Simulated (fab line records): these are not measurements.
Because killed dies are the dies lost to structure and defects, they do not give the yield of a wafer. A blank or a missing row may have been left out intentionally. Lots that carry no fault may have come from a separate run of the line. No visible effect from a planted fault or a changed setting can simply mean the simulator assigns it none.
Matching of chambers || flow nand_harc || NHARC_A_WL_FILL_ETCHBACK_26 on rie_si-05 has 4 sister chambers
The step etches the open film in HBr, target depth 52 nm, time 13.3 s. 18 wafers are shown with their chamber, then 9 later ones without.

== EACH WAFER AND ITS CHAMBER ==
{"wafer": "L074.1", "chamber": 2, "drypump_motor_current_A (A)": 6.5, "rf_fwd_power_W (W)": 342.8, "oes_product_au (a.u.)": 0.988}
{"wafer": "L074.2", "chamber": 1, "drypump_motor_current_A (A)": 5.6, "rf_fwd_power_W (W)": 342.6, "oes_product_au (a.u.)": 0.994}
{"wafer": "L074.6", "chamber": 1, "drypump_motor_current_A (A)": 5.6, "rf_fwd_power_W (W)": 343.4, "oes_product_au (a.u.)": 0.988}
{"wafer": "L076.1", "chamber": 2, "drypump_motor_current_A (A)": 6.5, "rf_fwd_power_W (W)": 344.1, "oes_product_au (a.u.)": 0.989}
{"wafer": "L076.4", "chamber": 1, "drypump_motor_current_A (A)": 5.6, "rf_fwd_power_W (W)": 343.1, "oes_product_au (a.u.)": 0.987}
{"wafer": "L076.5", "chamber": 3, "drypump_motor_current_A (A)": 5.1, "rf_fwd_power_W (W)": 345.7, "oes_product_au (a.u.)": 0.982}
{"wafer": "L083.2", "chamber": 1, "drypump_motor_current_A (A)": 5.6, "rf_fwd_power_W (W)": 343.4, "oes_product_au (a.u.)": 0.996}
{"wafer": "L083.5", "chamber": 0, "drypump_motor_current_A (A)": 5.4, "rf_fwd_power_W (W)": 342.4, "oes_product_au (a.u.)": 1.007}
{"wafer": "L083.6", "chamber": 3, "drypump_motor_current_A (A)": 5.1, "rf_fwd_power_W (W)": 346.1, "oes_product_au (a.u.)": 0.990}
{"wafer": "L082.1", "chamber": 3, "drypump_motor_current_A (A)": 5.1, "rf_fwd_power_W (W)": 345.2, "oes_product_au (a.u.)": 0.993}
{"wafer": "L082.3", "chamber": 1, "drypump_motor_current_A (A)": 5.6, "rf_fwd_power_W (W)": 343.0, "oes_product_au (a.u.)": 0.981}
{"wafer": "L082.5", "chamber": 0, "drypump_motor_current_A (A)": 5.4, "rf_fwd_power_W (W)": 341.0, "oes_product_au (a.u.)": 1.019}
{"wafer": "L085.1", "chamber": 0, "drypump_motor_current_A (A)": 5.4, "rf_fwd_power_W (W)": 341.7, "oes_product_au (a.u.)": 1.019}
{"wafer": "L085.5", "chamber": 1, "drypump_motor_current_A (A)": 5.6, "rf_fwd_power_W (W)": 343.5, "oes_product_au (a.u.)": 0.991}
{"wafer": "L085.6", "chamber": 2, "drypump_motor_current_A (A)": 6.5, "rf_fwd_power_W (W)": 344.0, "oes_product_au (a.u.)": 0.996}
{"wafer": "L088.2", "chamber": 1, "drypump_motor_current_A (A)": 5.6, "rf_fwd_power_W (W)": 343.4, "oes_product_au (a.u.)": 1.001}
{"wafer": "L088.4", "chamber": 2, "drypump_motor_current_A (A)": 6.6, "rf_fwd_power_W (W)": 345.0, "oes_product_au (a.u.)": 0.987}
{"wafer": "L088.6", "chamber": 3, "drypump_motor_current_A (A)": 5.1, "rf_fwd_power_W (W)": 345.8, "oes_product_au (a.u.)": 0.998}

SIGNATURES, as means of the wafers listed above
{"reading": "drypump_motor_current_A", "chamber 0": 5.400, "chamber 1": 5.600, "chamber 2": 6.525, "chamber 3": 5.100, "scatter within a chamber": 0.0231}
{"reading": "rf_fwd_power_W", "chamber 0": 341.700, "chamber 1": 343.200, "chamber 2": 343.975, "chamber 3": 345.700, "scatter within a chamber": 0.565}
{"reading": "oes_product_au", "chamber 0": 1.01500, "chamber 1": 0.99114, "chamber 2": 0.99000, "chamber 3": 0.99075, "scatter within a chamber": 0.00621}
Rule: a wafer lies at a distance from a chamber equal to the root of the sum of squares, over the readings, of (its reading less the chamber's mean, divided by the reading's scatter). The wafer belongs to the nearest chamber; if the next one is less than 2 further off, it can't be placed. How the scatter is found: for the shown wafers, subtract from each reading the mean of its chamber, square and add these, divide the total by (wafers less chambers), then take the root.

== WAFERS WHOSE CHAMBER IS MISSING ==
{"wafer": "L090.2", "drypump_motor_current_A (A)": 5.1, "rf_fwd_power_W (W)": 346.1, "oes_product_au (a.u.)": 0.986}
{"wafer": "L090.4", "drypump_motor_current_A (A)": 5.6, "rf_fwd_power_W (W)": 343.2, "oes_product_au (a.u.)": 0.992}
{"wafer": "L090.6", "drypump_motor_current_A (A)": 5.1, "rf_fwd_power_W (W)": 345.4, "oes_product_au (a.u.)": 0.978}
{"wafer": "L093.1", "drypump_motor_current_A (A)": 5.4, "rf_fwd_power_W (W)": 341.8, "oes_product_au (a.u.)": 1.007}
{"wafer": "L093.2", "drypump_motor_current_A (A)": 5.6, "rf_fwd_power_W (W)": 341.7, "oes_product_au (a.u.)": 1.005}
{"wafer": "L093.3", "drypump_motor_current_A (A)": 5.1, "rf_fwd_power_W (W)": 345.3, "oes_product_au (a.u.)": 0.989}
{"wafer": "L095.3", "drypump_motor_current_A (A)": 5.4, "rf_fwd_power_W (W)": 340.6, "oes_product_au (a.u.)": 1.012}
{"wafer": "L095.5", "drypump_motor_current_A (A)": 5.1, "rf_fwd_power_W (W)": 346.9, "oes_product_au (a.u.)": 0.989}
{"wafer": "L095.6", "drypump_motor_current_A (A)": 6.5, "rf_fwd_power_W (W)": 344.1, "oes_product_au (a.u.)": 0.979}

== EACH ONE'S CHAMBER ==
{"wafer": "L090.2", "from the rows above": 3, "in truth": 3}
{"wafer": "L090.4", "from the rows above": 1, "in truth": 1}
{"wafer": "L090.6", "from the rows above": 3, "in truth": 3}
{"wafer": "L093.1", "from the rows above": 0, "in truth": 0}
{"wafer": "L093.2", "from the rows above": 1, "in truth": 1}
{"wafer": "L093.3", "from the rows above": 3, "in truth": 3}
{"wafer": "L095.3", "from the rows above": 0, "in truth": 0}
{"wafer": "L095.5", "from the rows above": 3, "in truth": 3}
{"wafer": "L095.6", "from the rows above": 2, "in truth": 2}
Correct placement for 9 of the 9. Can't be placed from these rows: 0. Number placed wrongly: 0.
